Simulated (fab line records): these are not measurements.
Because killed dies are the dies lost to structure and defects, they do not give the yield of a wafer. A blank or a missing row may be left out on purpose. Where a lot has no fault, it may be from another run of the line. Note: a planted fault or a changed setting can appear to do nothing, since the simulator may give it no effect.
Which tool is to blame? | flow n5 finfet | 30 wafers from 10 lots sampled at 4 of the route's 1938 steps

## WHAT THE GAUGES SHOWED, per wafer
The record lacks any reading of a measuring or inspecting step that a usual standard deviation could be used to judge.

## TOOL THAT RAN EACH LOT (tool first, then ch and the chambers of the sampled wafers, then the start)
lot  | N5_BEOL_M15_DESCUM_33              | N5_BEOL_M15_ETCH_61                | N5_BEOL_M15_ETCH_38                           | N5_BEOL_M15_DEGAS_41
L822 | rie diel-06 ch 1,2, day 12 00:39   | rie diel-06 ch 1,2, day 12 00:41   | rie diel-03 ch 1,2,3, day 12 05:11 or earlier | pvd sputter-03, day 12 05:11
L825 | rie diel-01 ch 0,2,3, day 12 20:15 | rie diel-01 ch 0,2,3, day 12 20:17 | rie diel-01 ch 0,2, day 12 23:10 or earlier   | pvd sputter-01, day 12 23:10
L828 | rie diel-06 ch 0,1,2, day 13 13:30 | rie diel-06 ch 0,1,2, day 13 13:32 | rie diel-03 ch 0,1,2, day 13 14:26 or earlier | pvd sputter-03, day 13 14:26
L830 | rie diel-06 ch 0,2,3, day 14 02:35 | rie diel-06 ch 0,2,3, day 14 02:38 | rie diel-06 ch 0,1,3, day 14 03:37 or earlier | pvd sputter-02, day 14 03:37
L834 | rie diel-01 ch 2,3, day 15 00:14   | rie diel-01 ch 2,3, day 15 00:16   | rie diel-06 ch 0,1, day 15 02:05 or earlier   | pvd sputter-03, day 15 02:05
L836 | rie diel-01 ch 0,1,3, day 15 08:44 | rie diel-01 ch 0,1,3, day 15 08:46 | rie diel-06 ch 0,1,3, day 15 11:06 or earlier | pvd sputter-01, day 15 11:06
L838 | rie diel-01 ch 1,3, day 16 03:41   | rie diel-01 ch 1,3, day 16 03:44   | rie diel-06 ch 0,1, day 16 06:29 or earlier   | pvd sputter-01, day 16 06:29
L840 | rie diel-06 ch 0,3, day 17 02:26   | rie diel-06 ch 0,3, day 17 02:28   | rie diel-01 ch 0,1, day 17 04:28 or earlier   | pvd sputter-03, day 17 04:28
L841 | rie diel-03 ch 0,2,3, day 17 02:45 | rie diel-03 ch 0,2,3, day 17 02:47 | rie diel-01 ch 1,2,3, day 17 07:25 or earlier | pvd sputter-01, day 17 07:25
L842 | rie diel-03 ch 0,3, day 17 09:48   | rie diel-03 ch 0,3, day 17 09:50   | rie diel-01 ch 1,2, day 17 10:53 or earlier   | pvd sputter-03, day 17 10:53
- N5_BEOL_M15_DESCUM_33: chemistry O2, time 7.9 s.
- N5_BEOL_M15_ETCH_61: etches BARC in N2/H2, target depth 89 nm, overetch 26.7 nm, time 67.9 s.
- N5_BEOL_M15_ETCH_38: etches SiCN in CF4/N2, target depth 106.4 nm, time 120.5 s.
- N5_BEOL_M15_DEGAS_41: time 60 s.

## WHAT THE TOOLS THEMSELVES READ (means of the sampled wafers that have a number; where no wafer has one, the mark that the record gives instead)
N5_BEOL_M15_DESCUM_33.
lot  | tool        | drypump motor current A (A) | oes product au (a.u.) | rf vpp V (V) | showerhead plenum p Torr (Torr) | throttle valve pct (%)
L822 | rie diel-06 | 6.1                         | 0.83                  | 243.2        | 2.08                            | 20.43
L825 | rie diel-01 | 6.0                         | 0.83                  | 243.4        | 2.11                            | 20.29
L828 | rie diel-06 | 5.8                         | 0.79                  | 243.6        | 2.11                            | 20.51
L830 | rie diel-06 | 5.9                         | 0.78                  | 243.3        | 2.10                            | 20.38
L834 | rie diel-01 | 5.5                         | 0.87                  | 242.9        | 2.10                            | 20.30
L836 | rie diel-01 | 5.8                         | 0.77                  | 243.1        | 2.12                            | 20.33
L838 | rie diel-01 | 5.3                         | 0.79                  | 243.7        | 2.14                            | 20.32
L840 | rie diel-06 | 5.4                         | 0.80                  | 244.0        | 2.17                            | 20.20
L841 | rie diel-03 | 5.7                         | 0.81                  | 243.1        | 2.15                            | 20.30
L842 | rie diel-03 | 5.4                         | 0.72                  | 244.1        | 2.15                            | 20.32

N5_BEOL_M15_ETCH_61.
lot  | tool        | bias w (W) | drypump motor current A (A) | oes product au (a.u.) | rf vpp V (V) | showerhead plenum p Torr (Torr) | throttle valve pct (%)
L822 | rie diel-06 | 150.1      | 6.1                         | 0.70                  | 522.5        | 2.52                            | 17.86
L825 | rie diel-01 | 149.8      | 5.9                         | 0.71                  | 524.7        | 2.56                            | 17.73
L828 | rie diel-06 | 153.3      | 5.8                         | 0.68                  | 530.6        | 2.55                            | 17.89
L830 | rie diel-06 | 153.2      | 5.9                         | 0.67                  | 531.1        | 2.55                            | 17.77
L834 | rie diel-01 | 150.2      | 5.5                         | 0.74                  | 523.8        | 2.55                            | 17.71
L836 | rie diel-01 | 150.4      | 5.8                         | 0.65                  | 525.0        | 2.58                            | 17.78
L838 | rie diel-01 | 150.0      | 5.3                         | 0.67                  | 525.5        | 2.60                            | 17.77
L840 | rie diel-06 | 149.6      | 5.4                         | 0.68                  | 526.4        | 2.63                            | 17.53
L841 | rie diel-03 | 150.0      | 5.7                         | 0.70                  | 526.0        | 2.60                            | 17.73
L842 | rie diel-03 | 150.0      | 5.5                         | 0.62                  | 525.3        | 2.60                            | 17.76

N5_BEOL_M15_ETCH_38.
lot  | tool        | bias w (W) | drypump motor current A (A) | oes product au (a.u.) | rf vpp V (V) | showerhead plenum p Torr (Torr) | throttle valve pct (%)
L822 | rie diel-03 | 69.93      | 5.9                         | 0.78                  | 383.7        | 2.26                            | 15.48
L825 | rie diel-01 | 70.02      | 5.8                         | 0.89                  | 383.1        | 2.27                            | 15.30
L828 | rie diel-03 | 69.91      | 5.7                         | 0.70                  | 383.4        | 2.27                            | 15.48
L830 | rie diel-06 | 70.26      | 5.7                         | 0.85                  | 383.9        | 2.26                            | 15.12
L834 | rie diel-06 | 69.86      | 5.3                         | 0.83                  | 383.9        | 2.29                            | 15.27
L836 | rie diel-06 | 70.01      | 5.7                         | 0.84                  | 383.2        | 2.26                            | 15.16
L838 | rie diel-06 | 69.97      | 5.3                         | 0.81                  | 383.5        | 2.28                            | 15.29
L840 | rie diel-01 | 70.00      | 5.6                         | 0.76                  | 384.4        | 2.30                            | 15.44
L841 | rie diel-01 | 70.06      | 5.4                         | 0.82                  | 383.3        | 2.23                            | 15.34
L842 | rie diel-01 | 70.17      | 5.2                         | 0.85                  | 383.8        | 2.27                            | 15.32

N5_BEOL_M15_DEGAS_41.
lot  | tool           | heater power w (W)
L822 | pvd sputter-03 | 497
L825 | pvd sputter-01 | 485
L828 | pvd sputter-03 | 493
L830 | pvd sputter-02 | 534
L834 | pvd sputter-03 | 508
L836 | pvd sputter-01 | 519
L838 | pvd sputter-01 | 503
L840 | pvd sputter-03 | 492
L841 | pvd sputter-01 | 483
L842 | pvd sputter-03 | 473

## THE ANSWER, worked out from the rows above alone
Rule: what is usual is taken from the lots themselves. Put in order of their means at a reading, lots are off if they are a third of the lots or fewer, leave a main group of 4 or more, and stand apart from it by a gap of 3 or more times the standard deviation of the main group's means; of several such gaps the widest counts. Not used: any main group whose means are identical at the precision the tables above print for the reading. A lot without any number at a reading at which 4 lots or more have one is off too. Where the step has rows for the other lots, those lots are counted as sound. The gauges are gone through in route order, then the tools' own readings, and for those a lot's mean is taken as printed above. At the first step where some lot is off, the reading lying furthest off is the one used; lots without a number count as furthest.
Off: L828, L830, at N5_BEOL_M15_ETCH_61 (bias w). For the main group the mean is 150.0 W and the standard deviation 0.23.
A tool fits if, at that step or a process step before it, it ran every lot that is off, and no sound lot after the first of them. No candidate that was tried fits.

## WHAT WAS PUT IN BY THE SIMULATOR
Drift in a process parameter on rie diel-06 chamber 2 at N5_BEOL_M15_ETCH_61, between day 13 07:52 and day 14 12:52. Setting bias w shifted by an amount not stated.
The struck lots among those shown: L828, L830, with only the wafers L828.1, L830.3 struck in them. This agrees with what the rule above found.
